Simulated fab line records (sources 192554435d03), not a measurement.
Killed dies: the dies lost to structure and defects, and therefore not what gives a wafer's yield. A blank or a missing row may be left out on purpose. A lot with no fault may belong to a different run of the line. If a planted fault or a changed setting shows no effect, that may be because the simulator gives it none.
Split-lot study    flow n5 finfet    21 wafers read from 7 lots, route of 1938 steps

THE SPLIT ITSELF
At N5_BEOL_M4_COAT_62 (time 60 s, resist thk 12 nm), the setting spin rpm was moved away from the recipe's 1500 rpm on 8 of the 21 wafers read, by -8.7% to +6.3%. The other wafers ran this setting at the recipe's value.

Reading taken at the split's own step.

THE READING
SiARC_of_BEOL_M4_COAT_62.thk nm (the simulator's own value, which no gauge read), in nm, at N5_BEOL_M4_COAT_62 (time 60 s, resist thk 12 nm). There is no usual value for it anywhere in the file.

wafer   tool, chamber at the split  spin rpm as run, rpm  against the recipe  SiARC_of_BEOL_M4_COAT_62.thk nm, nm  against lot-mates on the recipe
L074.2  litho track-04, 0           1558                  +3.9%               11.8                                 -0.2
L074.6  litho track-04, 0           1558                  +3.9%               11.8                                 -0.2
L074.4  litho track-04, 0           1500                  recipe              12                                   -
L077.1  litho track-05, 0           1370                  -8.7%               12.6                                 +0.6
L077.6  litho track-05, 0           1370                  -8.7%               12.6                                 +0.6
L077.4  litho track-05, 0           1500                  recipe              12                                   -
L078.1  litho track-04, 0           1500                  recipe              12                                   -
L078.2  litho track-04, 0           1442                  -3.9%               12.2                                 +0.2
L078.4  litho track-04, 0           1442                  -3.9%               12.2                                 +0.2
L082.1  litho track-05, 0           1500                  recipe              12                                   -
L082.2  litho track-05, 0           1500                  recipe              12                                   -
L082.3  litho track-05, 0           1500                  recipe              12                                   -
L083.2  litho track-05, 0           1500                  recipe              12                                   -
L083.6  litho track-05, 0           1500                  recipe              12                                   -
L083.5  litho track-05, 0           1576                  +5.1%               11.8                                 -0.2
L087.1  litho track-05, 0           1500                  recipe              12                                   -
L087.4  litho track-05, 0           1500                  recipe              12                                   -
L087.2  litho track-05, 0           1595                  +6.3%               11.6                                 -0.4
L093.1  litho track-05, 0           1500                  recipe              12                                   -
L093.3  litho track-05, 0           1500                  recipe              12                                   -
L093.5  litho track-05, 0           1500                  recipe              12                                   -

THE FIT
A straight line over all 21 wafers: SiARC_of_BEOL_M4_COAT_62.thk nm changes by -0.0615 nm for each +1% of spin rpm; r = -0.99; the points scatter about the line by 0.036 nm.
The same after taking each lot's own level away (the mean of its wafers on the recipe; 21 wafers): -0.0615 nm for each +1%; r = -0.99; scatter 0.036 nm.
On that fit, the largest move of spin rpm shifts the reading by 0.53 nm.
The lots' own levels span 12.00 to 12.00 nm.
Hence the lot-to-lot level has little effect on the slope; both slopes agree.
Check: +0.52 nm against its lot-mates is what the line predicts for one of the wafers moved furthest among these (-8.7%) when that wafer is left out of the fit. It came out at +0.6 nm against them.

ADDITIONAL SPLITS CARRIED BY THESE WAFERS
Note: prior to the reading, these wafers also went through further splits. Each is held against what the fit with the lots' levels taken away leaves over:
other split on the same wafers  wafers away from the commonest value  r with SiARC_of_BEOL_M4_COAT_62.thk nm (lot level and that fit taken away)
N5_BEOL_M2_EXPOSE_08 dose mj    7                                     -0.34
N5_BEOL_M2_DESCUM_33 time s     4                                     +0.26
N5_BEOL_M3_ETCH_64 time s       8                                     +0.06
N5_BEOL_M3_COAT_67 spin rpm     4                                     -0.16

THE FILE'S OWN FIT
SiARC_of_BEOL_M4_COAT_62.thk nm changes by -0.0603 nm for each +1% of spin rpm, r = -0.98.
